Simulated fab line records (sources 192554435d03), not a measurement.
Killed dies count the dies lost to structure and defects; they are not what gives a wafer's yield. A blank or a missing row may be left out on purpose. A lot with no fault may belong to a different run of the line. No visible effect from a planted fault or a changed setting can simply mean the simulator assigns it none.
fab line records | flow n5_finfet
[record] lots = 4 wafers = 12 last_day = 18
route steps=1938 shown SD_EPI_N@273 SD_EPI_P@295 BEOL_M4@1111 PASSIVATION@1936
lots that met no fault: from a run of the same line without faults
start_h: start of the lot's first displayed wafer, in hours after the record's first day | wait_h: how many hours have passed since the lot's step before this one | " same as the row above | L1.1+2: several wafers, shown together as one row | - either no value or no given start | * or withheld: withheld | < > ~ a bound
route shown NAME@n: a module of which the file shows steps, and the number in the route of the first | usual: the fault-free wafers' mean and standard deviation | same: alike in all rows | chamber/n: place in a boat | sites: each site's reading | _std_site: standard deviation of those values | _edge_site: outer sites' mean less inner sites' | radius_mm: how far each site lies from the wafer's centre | mask NAME#n: copy n | behind: the tool/chamber that last shaped the wafer | hold: why the lot was held/for how many hours/how that ended | device: which transistor (n, p or np) failed to switch | end of line: tests of these same wafers at the route's end | for a step that has no rows: nothing shown but its recipe | killed: at the first sort, the dies lost to defects and structure; wafer yield is something else | map: a wafer's dies, x killed, . not, _ none there
set.NAME: the setting as run; set.NAME@STEP: as run at that earlier step | model.NAME: the simulator's own value behind a step, which no gauge read
a table for each step, a row for each wafer; lots at some steps of the route
services: a tool's chamber out of use, with start hour (start_h, from the record's first day; less than 0 if before it), hours out, and reason
[[steps]]
[step N5_SD_EPI_N_DESCUM_14]
[recipe] chemistry = O2 time_s = 7.9 source_power_w = 50 bias_power_w = 20 pressure_mtorr = 20 rf_frequency_hz = 2.712e+07 temp_c = 40 resist = CAR-ArF-block o2_flow_sccm = 225
[step N5_SD_EPI_N_ETCH_34]
[recipe] chemistry = CF4 target = SiARC target_depth_a = 455 mask_material = CAR-ArF-block time_s = 75.8 ion_energy_ev = 80 pressure_mtorr = 40 source_w = 545 bias_w = 36 Ar_flow_sccm = 100 cf4_flow_sccm = 100 ends = cleared
[step N5_SD_EPI_N_ETCH_35]
[recipe] chemistry = N2/H2 target = SOC overetch_a = 1080 mask_material = SiARC temp_c = 40 ion_energy_ev = 100 source_w = 3000 bias_w = 133 pressure_mtorr = 20 time_s = 486 n2_flow_sccm = 200 h2_flow_sccm = 200
[step N5_SD_EPI_N_STRIP_36]
[recipe] chemistry = N2/H2 temp_c = 40 n2_flow_sccm = 200 h2_flow_sccm = 200 rf_frequency_hz = 6e+07
[step N5_SD_EPI_N_ETCHBACK_44]
[recipe] chemistry = CH3F/O2 mode = anisotropic_etchback target = SiNx target_depth_a = 145 stop_on = SiO2 over_etch_frac = 0.3 ion_energy_ev = 120 pressure_mtorr = 30 source_w = 395 bias_w = 73 Ar_flow_sccm = 150 CH3F_flow_sccm = 30 O2_flow_sccm = 20
[step N5_SD_EPI_N_ETCH_45]
[recipe] chemistry = CH3F/O2 target = SiOCN target_depth_a = 60 mask_material = SOC ion_energy_ev = 60 bias_w = 29 pressure_mtorr = 15 source_w = 410 Ar_flow_sccm = 150 CH3F_flow_sccm = 30 O2_flow_sccm = 20
[step N5_SD_EPI_N_ETCH_16]
[recipe] chemistry = CHF3/O2 target = SiO2 target_depth_a = 50 mask_material = SOC pressure_mtorr = 30 source_w = 650 bias_w = 170 Ar_flow_sccm = 200 CHF3_flow_sccm = 50 O2_flow_sccm = 5 ion_energy_ev = 200
[step N5_SD_EPI_N_STRIP_47]
[recipe] chemistry = CHF3/O2 resist = SiARC rf_frequency_hz = 6e+07
[step N5_SD_EPI_N_SD_RECESS_17]
[recipe] chemistry = HBr/Cl2/O2 target_depth_a = 410 mask_material = SOC time_s = 23.7 bt_time_s = 3 pressure_mtorr = 10 icp_w = 800 bias_w = 112 HBr_flow_sccm = 150 Cl2_flow_sccm = 80 O2_flow_sccm = 12
[step N5_SD_EPI_N_STRIP_38]
[recipe] chemistry = N2/H2 power_w = 1000 temp_c = 250 h2_frac = 0.65 overash_fraction = 0.3 pressure_mtorr = withheld n2_flow_sccm = 1750 h2_flow_sccm = 3250
[usual] drypump_motor_current_A = 5.4/0.55 heater_power_w = 353/31 oes_product_au = 0.761/0.012
// columns lot.wafer tool chamber start_h wait_h drypump_motor_current_A heater_power_w oes_product_au rf_hours_counter_h
L944.4 plasma_asher-02 1 123.15 0.1 6.0 355 0.776 -
L944.5 " 1 " " 5.9 364 0.758 -
L944.6 " 0 " " 5.0 396 0.757 -
L950.3 plasma_asher-02 0 159.57 0.1 5.1 405 0.761 -
L950.4 " 1 " " 5.9 345 0.743 -
L950.6 " 0 " " 5.0 410 0.757 -
L953.1 plasma_asher-02 1 179.38 0.1 5.9 364 0.758 109
L953.4 " 1 " " 5.9 363 0.754 -
L953.6 " 0 " " 5.1 398 0.738 -
L955.1 plasma_asher-01 0 186.73 0.1 6.0 316 0.780 55
L955.4 " 1 " " 4.7 333 0.751 -
L955.6 " 0 " " 6.0 309 0.751 -
[step N5_SD_EPI_N_WET_ETCH_43]
[recipe] chemistry = dHF dilution = withheld time_s = 14 target = SiO2 target_depth_a = 15 temp_c = 25
[step N5_SD_EPI_N_STRIP_18]
[recipe] chemistry = SPM time_s = 750 temp_c = 130 h2so4_h2o2_vol_ratio = 4
[step N5_SD_EPI_N_SRD_20]
[recipe] dry = ipa_marangoni do_ppb = 5 time_s = 30 temp_c = 23 rinse_liquid = diw
[step N5_SD_EPI_N_PRECLEAN_48]
[recipe] chemistry = NF3:NH3 afs_cycles = 2 temp_c = 30 time_s = 20 sublimation_temp_c = 180 sublimation_time_s = 60 pressure_torr = 3 rf_power_w = 30
[step N5_SD_EPI_N_VAPOR_ETCH_50]
[recipe] chemistry = HCl target = Si temp_c = 775 time_s = 54 pressure_torr = 20 mode = isotropic
[step N5_SD_EPI_N_EPI_21]
[recipe] material = Si:P dopant = P temp_c = 680 pressure_torr = 255 time_s = 690
[step N5_SD_EPI_N_PRECLEAN_24]
[recipe] chemistry = O3/DIW time_s = 60 temp_c = 22 o3_ppm = 10
[step N5_SD_EPI_N_SRD_25]
[recipe] time_s = 30 temp_c = 23 rinse_liquid = diw dry = ipa_marangoni
[step N5_SD_EPI_N_PRECLEAN_49]
[recipe] chemistry = NF3:NH3 afs_cycles = 1 temp_c = 30 time_s = 20 sublimation_temp_c = 180 sublimation_time_s = 60 pressure_torr = 3 rf_power_w = 30
[step N5_SD_EPI_N_LINER_46]
[recipe] material = SiNx target_thk_a = 30 temp_c = 400 ald_precursor_family = SiH2I2 ald_co_reactant = N2/H2-plasma pressure_torr = 2
[step N5_SD_EPI_N_INSPECT_26]
[recipe] inspect_instrument = darkfield mode = post_epi
[usual] raw_defect_count = 207/41
// columns lot.wafer tool chamber start_h wait_h raw_defect_count
L944.4 defect_inspect-01 - 126.50 0.1 200
L944.5 " - " " 139
L944.6 " - " " 242
L950.3 defect_inspect-01 - 162.95 0.1 959
L950.4 " - " " 1099
L950.6 " - " " 1014
L953.1 defect_inspect-01 - 182.64 0.1 995
L953.4 " - " " 1008
L953.6 " - " " 1010
L955.1 defect_inspect-01 - 190.83 0.1 239
L955.4 " - " " 211
L955.6 " - " " 241
[step N5_SD_EPI_P_COAT_34]
[recipe] resist = SOC temp_c = 250 time_s = 60 spin_rpm = 1500 resist_thk_nm = 350
[step N5_SD_EPI_P_COAT_35]
[recipe] resist = SiARC temp_c = 220 time_s = 60 spin_rpm = 1500 resist_thk_nm = 35
[step N5_SD_EPI_P_COAT_03]
[recipe] resist = CAR-ArF-block spin_rpm = 1500 resist_thk_nm = 150
[step N5_SD_EPI_P_EBR_05]
[recipe] solvent = PGMEA ebr_width_mm = 1.5
[step N5_SD_EPI_P_SOFTBAKE_04]
[recipe] temp_c = 110 time_s = 60 resist = CAR-ArF-block
[step N5_SD_EPI_P_EXPOSE_06]
[recipe] mask_id = SD_P_BLK na = 1.35 source_shape = conventional sigma_outer = 0.8 polarization = unpolarized target_cd_nm = 240 dose_mj = 39.5
[step N5_SD_EPI_P_PEB_07]
[recipe] peb_temp_c = 110 peb_time_s = 60 resist = CAR-ArF-block
[step N5_SD_EPI_P_DEVELOP_08]
[recipe] develop_time_s = 30 developer = TMAH resist = CAR-ArF-block dev_temp_c = 23 rinse_liquid = diw dry = air_spin
[step N5_SD_EPI_P_INSPECT_11]
[recipe] mode = adi inspect_instrument = macro
[usual] raw_defect_count = 2.1/1.3
// columns lot.wafer tool chamber start_h wait_h raw_defect_count
L944.4 defect_inspect-01 - 126.83 0.0 3
L944.5 " - " " 3
L944.6 " - " " 1
L950.3 defect_inspect-01 - 163.28 0.0 >300
L950.4 " - " " >300
L950.6 " - " " >300
L953.1 defect_inspect-01 - 183.09 0.0 >300
L953.4 " - " " >300
L953.6 " - " " >300
L955.1 defect_inspect-01 - 191.29 0.0 1
L955.4 " - " " 3
L955.6 " - " " 4
[step N5_SD_EPI_P_DESCUM_14]
[recipe] chemistry = O2 time_s = 7.9 source_power_w = 50 bias_power_w = 20 pressure_mtorr = 20 rf_frequency_hz = 2.712e+07 temp_c = 40 resist = CAR-ArF-block o2_flow_sccm = 225
[step N5_SD_EPI_P_ETCH_36]
[recipe] chemistry = CF4 target = SiARC target_depth_a = 455 mask_material = CAR-ArF-block time_s = 75.8 ion_energy_ev = 80 pressure_mtorr = 40 source_w = 545 bias_w = 36 Ar_flow_sccm = 100 cf4_flow_sccm = 100 ends = cleared
[step N5_SD_EPI_P_ETCH_37]
[recipe] chemistry = N2/H2 target = SOC overetch_a = 1080 mask_material = SiARC temp_c = 40 ion_energy_ev = 100 source_w = 3000 bias_w = 133 pressure_mtorr = 20 time_s = 486 n2_flow_sccm = 200 h2_flow_sccm = 200 ends = end_point
[step N5_SD_EPI_P_STRIP_38]
[recipe] chemistry = N2/H2 temp_c = 40 n2_flow_sccm = 200 h2_flow_sccm = 200 rf_frequency_hz = 6e+07
[step N5_SD_EPI_P_ETCHBACK_46]
[recipe] chemistry = CH3F/O2 mode = anisotropic_etchback target = SiNx target_depth_a = 175 stop_on = SiO2 over_etch_frac = 0.3 ion_energy_ev = 120 pressure_mtorr = 30 source_w = 395 bias_w = 73 Ar_flow_sccm = 150 CH3F_flow_sccm = 30 O2_flow_sccm = 20
[step N5_SD_EPI_P_ETCH_47]
[recipe] chemistry = CH3F/O2 target = SiOCN target_depth_a = 250 mask_material = SOC ion_energy_ev = 60 bias_w = 29 pressure_mtorr = 30 source_w = 410 Ar_flow_sccm = 150 CH3F_flow_sccm = 30 O2_flow_sccm = 20
[step N5_SD_EPI_P_INSPECT_26]
[recipe] inspect_instrument = darkfield mode = post_epi
[usual] raw_defect_count = 177/42
// columns lot.wafer tool chamber start_h wait_h raw_defect_count
L944.4 defect_inspect-01 - 130.62 0.0 169
L944.5 " - " " 147
L944.6 " - " " 173
L950.3 defect_inspect-01 - 171.81 0.0 961
L950.4 " - " " 1040
L950.6 " - " " 1014
L953.1 defect_inspect-02 - 186.97 0.0 967
L953.4 " - " " 969
L953.6 " - " " 987
L955.1 defect_inspect-01 - 195.90 0.0 194
L955.4 " - " " 206
L955.6 " - " " 187
[step N5_BEOL_M4_RC_MEAS_101]
[usual] DIBL_N = 36.0/2 DIBL_P = 36.2/2.2 IOFF_N = 0.16/0.034 IOFF_P = 0.21/0.04 ION_N = 675/12 ION_P = 463/7.2 SS_N = 71.6/0.6 SS_P = 73.3/0.67 VT_N = 250/3 VT_P = -251/3.4
// columns lot.wafer tool chamber start_h wait_h DIBL_N[mV/V] DIBL_P[mV/V] IOFF_N[nA/um] IOFF_P[nA/um] ION_N[uA/um] ION_P[uA/um] SS_N[mV/dec] SS_P[mV/dec] VT_N[mV] VT_P[mV]
L944.4 prober-01 0 245.66 0.5 35.2 37.1 0.16 0.24 673 468 70.8 73.5 250 -244
L944.5 " 0 " " 35.5 36.8 0.16 0.23 680 465 70.9 73.3 250 -249
L944.6 " 0 " " 35.8 38.0 0.17 0.25 685 474 71.6 73.7 249 -249
L950.3 prober-01 0 312.86 1.0 36.8 36.8 0.18 0.24 684 467 71.7 73.1 250 -249
L950.4 " 0 " " 35.8 35.7 0.16 0.22 675 464 71.6 73.1 250 -250
L950.6 " 0 " " 35.8 35.8 0.15 0.21 674 463 72.2 73.4 252 -250
L953.1 prober-02 0 314.66 0.0 34.8 34.0 0.14 0.17 673 464 70.5 73.1 252 -253
L953.4 " 0 " " 35.9 34.4 0.14 0.17 661 451 70.8 73.0 249 -255
L953.6 " 0 " " 32.5 31.0 0.10 0.14 659 456 70.5 72.0 253 -256
L955.1 prober-01 0 316.99 0.0 34.8 34.2 0.13 0.17 674 461 71.5 73.4 254 -253
L955.4 " 0 " " 34.8 34.1 0.13 0.18 665 458 71.5 73.5 253 -253
L955.6 " 0 " " 36.5 36.2 0.16 0.20 680 463 71.9 74.2 252 -252
[step N5_PASSIVATION_PROBE_49]
[usual] defect_limited_yield = 91.5/1.5 killed_at_M0_to_M3 = 33/10 killed_at_M4_up = 15/6.4 killed_at_contacts = 12/5.4 killed_at_front_end = 38/9.8 killed_at_other = 4/3.1 killed_dies = 101/18 killed_on_rim = 13/3.9 killed_open = 67/14 killed_short = 33/7.9 sort_bin_5_function = 5.0/1 sort_bin_6_memory = 3.2/0.67 sort_n_pass = 1079/18 sort_yield_pct = 91.5/1.5
[same] gross_dies = 1180 killed_at_back_side = 0 sort_bin_4_leakage[%] = 0 sort_bin_8_speed[%] = 0
// columns lot.wafer tool chamber start_h wait_h defect_limited_yield[%] killed_at_M0_to_M3 killed_at_M4_up killed_at_contacts killed_at_front_end killed_at_other killed_dies killed_on_rim killed_open killed_short sort_bin_5_function[%] sort_bin_6_memory[%] sort_n_pass sort_yield_pct[%]
L944.4 prober-01 - 390.45 0.2 92.6 18 11 16 40 2 87 6 60 27 4.4 2.9 1093 92.6
L944.5 prober-01 - 390.50 0.2 92.6 22 20 13 31 1 87 6 53 33 4.5 2.7 1093 92.6
L944.6 prober-01 - 390.55 0.3 90.8 42 13 15 34 4 108 20 80 27 5.3 3.6 1072 90.8
L950.3 prober-02 - 433.57 0.1 81.8 45 20 16 127 7 215 36 87 38 11.2 4.9 965 81.8
L950.4 prober-02 - 433.62 0.2 81.5 31 9 17 152 9 218 23 53 24 11.0 4.2 962 81.5
L950.6 prober-02 - 433.72 0.3 83.9 25 22 15 123 5 190 37 56 34 8.9 4.2 990 83.9
L953.1 prober-01 - 435.37 0.0 82.0 17 15 10 169 1 212 16 47 27 10.3 4.2 968 82.0
L953.4 prober-01 - 435.52 0.2 83.5 21 10 6 157 1 195 14 38 22 10.6 3.1 985 83.5
L953.6 prober-01 - 435.62 0.3 84.7 40 11 4 121 5 181 34 52 34 9.8 3.6 999 84.7
L955.1 prober-01 - 437.12 0.0 93.6 23 9 9 33 1 75 7 51 24 3.6 2.6 1105 93.6
L955.4 prober-01 - 437.27 0.2 91.4 26 11 7 56 1 101 14 67 34 4.9 3.5 1079 91.4
L955.6 prober-01 - 437.37 0.3 92.8 32 12 6 35 0 85 8 66 18 5.0 2.0 1095 92.8
// killed by level:class
L944.4 MOL_CONTACT_COAG:geometric_particle:open=13 FIN_SAQP:geometric_particle:short=11 STI_FIN_REVEAL:geometric_particle:open=8 BEOL_M0_SAQP:geometric_particle:open=8 FIN_SAQP:geometric_particle:open=6 DUMMY_GATE:geometric_particle:open=6 BEOL_M4:geometric_particle:open=5 MOL_CONTACT_COAG:geometric_particle:short=3
L944.5 MOL_CONTACT_COAG:geometric_particle:open=9 FIN_SAQP:geometric_particle:short=6 STI_FIN_REVEAL:geometric_particle:open=6 BEOL_M0_SAQP:geometric_particle:short=5 FIN_SAQP:geometric_particle:open=4 MOL_CONTACT_COAG:geometric_particle:short=4 BEOL_M1:geometric_particle:open=4 BEOL_M3:geometric_particle:open=4
L944.6 MOL_CONTACT_COAG:geometric_particle:open=15 BEOL_M0_SAQP:geometric_particle:open=15 BEOL_M3:geometric_particle:open=8 BEOL_M0_SAQP:geometric_particle:short=6 STI_FIN_REVEAL:geometric_particle:open=5 DUMMY_GATE:geometric_particle:open=5 ILD0:geometric_particle:open=5 BEOL_M5:geometric_particle:open=5
L950.3 SD_EPI_N:unspecified=89 MOL_CONTACT_COAG:geometric_particle:open=13 BEOL_M4:geometric_particle:open=11 BEOL_M0_SAQP:geometric_particle:short=10 BEOL_M2:geometric_particle:open=8 BEOL_M3:geometric_particle:open=8 STI_FIN_REVEAL:geometric_particle:open=7 BEOL_M0_SAQP:geometric_particle:open=7
L950.4 SD_EPI_N:unspecified=140 MOL_CONTACT_COAG:geometric_particle:open=15 BEOL_M0_SAQP:geometric_particle:open=12 BEOL_M0_SAQP:geometric_particle:short=4 BEOL_M3:geometric_particle:open=4 FIN_SAQP:geometric_particle:open=3 BEOL_M1:geometric_particle:short=3 BEOL_M5:geometric_particle:short=3
L950.6 SD_EPI_N:unspecified=96 MOL_CONTACT_COAG:geometric_particle:open=13 BEOL_M4:geometric_particle:open=12 BEOL_M0_SAQP:geometric_particle:short=9 BEOL_M3:geometric_particle:open=6 STI_FIN_REVEAL:geometric_particle:open=4 GATE_CUT:geometric_particle:short=4 BEOL_M0_SAQP:geometric_particle:open=4
L953.1 SD_EPI_N:unspecified=137 BEOL_M4:geometric_particle:open=10 STI_FIN_REVEAL:geometric_particle:open=8 MOL_CONTACT_COAG:geometric_particle:open=8 FIN_SAQP:geometric_particle:short=5 BEOL_M0:geometric_particle:open=4 FIN_SAQP:geometric_particle:open=3 DUMMY_GATE:geometric_particle:open=3
L953.4 SD_EPI_N:unspecified=135 FIN_SAQP:geometric_particle:short=10 BEOL_M0_SAQP:geometric_particle:open=8 MOL_CONTACT_COAG:geometric_particle:open=6 FIN_SAQP:geometric_particle:open=5 BEOL_M4:geometric_particle:open=4 BEOL_M0_SAQP:geometric_particle:short=4 BEOL_M0:geometric_particle:open=4
L953.6 SD_EPI_N:unspecified=92 BEOL_M0_SAQP:geometric_particle:open=12 BEOL_M0_SAQP:geometric_particle:short=9 FIN_SAQP:geometric_particle:short=8 STI_FIN_REVEAL:geometric_particle:open=6 BEOL_M0:geometric_particle:open=5 FIN_SAQP:geometric_particle:open=4 BEOL_M4:geometric_particle:open=4
L955.1 FIN_SAQP:geometric_particle:open=7 MOL_CONTACT_COAG:geometric_particle:open=7 BEOL_M3:geometric_particle:open=7 BEOL_M0_SAQP:geometric_particle:open=5 STARTING-WAFER:geometric_particle:open=5 FIN_SAQP:geometric_particle:short=4 ILD0:geometric_particle:short=4 GATE_CUT:geometric_particle:short=4
L955.4 FIN_SAQP:geometric_particle:open=23 FIN_SAQP:geometric_particle:short=12 STI_FIN_REVEAL:geometric_particle:open=8 MOL_CONTACT_COAG:geometric_particle:open=7 STARTING-WAFER:geometric_particle:short=5 BEOL_M4:geometric_particle:open=4 BEOL_M0_SAQP:geometric_particle:short=4 BEOL_M2:geometric_particle:open=4
L955.6 FIN_SAQP:geometric_particle:open=14 BEOL_M1:geometric_particle:open=10 BEOL_M2:geometric_particle:open=7 MOL_CONTACT_COAG:geometric_particle:open=6 FIN_SAQP:geometric_particle:short=5 BEOL_M0_SAQP:geometric_particle:open=5 BEOL_M3:geometric_particle:open=5 BEOL_M4:geometric_particle:open=4
// map L950.4 (x killed, . not)
_________________...x..xx.xxx________________
______________.......xxxxxxxxx.._____________
___________.x......xxxxxxxxxxxxx...__________
__________.........xxxxxxxxxxxxx...._________
________..x.......xxxxxxxxxxxxxx.x.xx._______
_______..........xxxxxxxxxxxxxxxx....x.______
______.......x..x..xxxxxxxxxxxxxx......._____
_____.x......x.x.xx.xxxxxxxxxxxx.........____
____x......x.......xxxxxxxxxxxxxx...xxxx..___
___.....x.....x.x...xxxxxxxxxxxx...........__
___....x.xx........x.xxxxxx.x.x............__
__..x..........x.......xxxx...x.......x....._
__..............x.x......x.................._
_....................x..x.......x........x...
_...............x............x..............x
_..................x.........................
_....................x.......................
_........x........x...........x..............
_...x..........................x.........x...
_.......................x............x.......
_................x..x........x....x........x.
__...x.............x..........x...........x._
__.........................x................_
___...................................xx...__
___x..................x....................__
____....x.....x.x........................x___
_____......xx............x...............____
______..x...........................x..x_____
_______........x.x......x..............______
________.............................._______
__________...x........x.x..........._________
___________......................x.__________
______________...........x......_____________
_________________...x........________________
// map L953.1 (x killed, . not)
_________________.....xxx.xxx________________
______________......xxxxxxxx..xx_____________
___________x.....x..xxxxxxxxxxx....__________
__________.......x.xxxxxxxxxxxx.x..._________
________.........xx.xxxxxxxxxxxxxxx..._______
_______.....x.....xxxxxxxxxxxxxxxx..x..______
______............xxxxxxxxxxxxxx...x.x.._____
_____......xx....xx.xxxxxxxxxxxx.........____
____...........xx...xxxxxxxxxxxxx.........___
___.x...x.........x.xx.xxxxxx.xx...x.......__
___..x.x...........xxxxxxxxxx.x............__
__........x.x.....x......xx.x.xx......x....._
__....x.......x.....x...xx....xx............_
_..........xx.......................x........
_.........x...................x....x.........
_.............................x..............
_..x........x.................x...........x..
_...........x.....................x..........
_............................................
_.....................x...x..................
_.....x...............................x......
__.....x..x................................._
__.........x...............................x_
___.....x.........x........x...............__
___.............................x..........__
____...x..x...............xx...x......xx..___
_____..x.................................____
______.x................................_____
_______............x.................x.______
________................x...x..x......_______
__________....................x....._________
___________.......................x__________
______________.x..x............._____________
_________________........x...________________
[[services]]
// columns tool chamber start_h hours kind
plasma_asher-02 - 160.25 2.5 repair
[[key]]
[first_sign] step = N5_SD_EPI_N_INSPECT_26 reading = raw_defect_count direction = up sigmas = 20 usual = 207 struck = 1014
[effect] step = N5_SD_EPI_P_INSPECT_11 reading = raw_defect_count direction = up sigmas = 99+ usual = 2.1 struck = >300
[effect] step = N5_SD_EPI_P_INSPECT_26 reading = raw_defect_count direction = up sigmas = 19 usual = 177 struck = 990
[effect] step = N5_PASSIVATION_PROBE_49 reading = killed_at_front_end direction = up sigmas = 11 usual = 38 struck = 142
[more_kills_born_at] N5_SD_EPI_N_STRIP_38@plasma_asher-02 = 689
met_at N5_SD_EPI_N_STRIP_38
struck_wafers L950.3,L950.4,L950.6,L953.1,L953.4,L953.6
onset_between 123.15 159.57
[fault] kind = chamber_particle_source tool = plasma_asher-02 chamber = - onset_h = 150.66 steps = N5_SD_EPI_N_STRIP_38 rate_per_visit_cm2 = 1.3346 end_h = 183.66
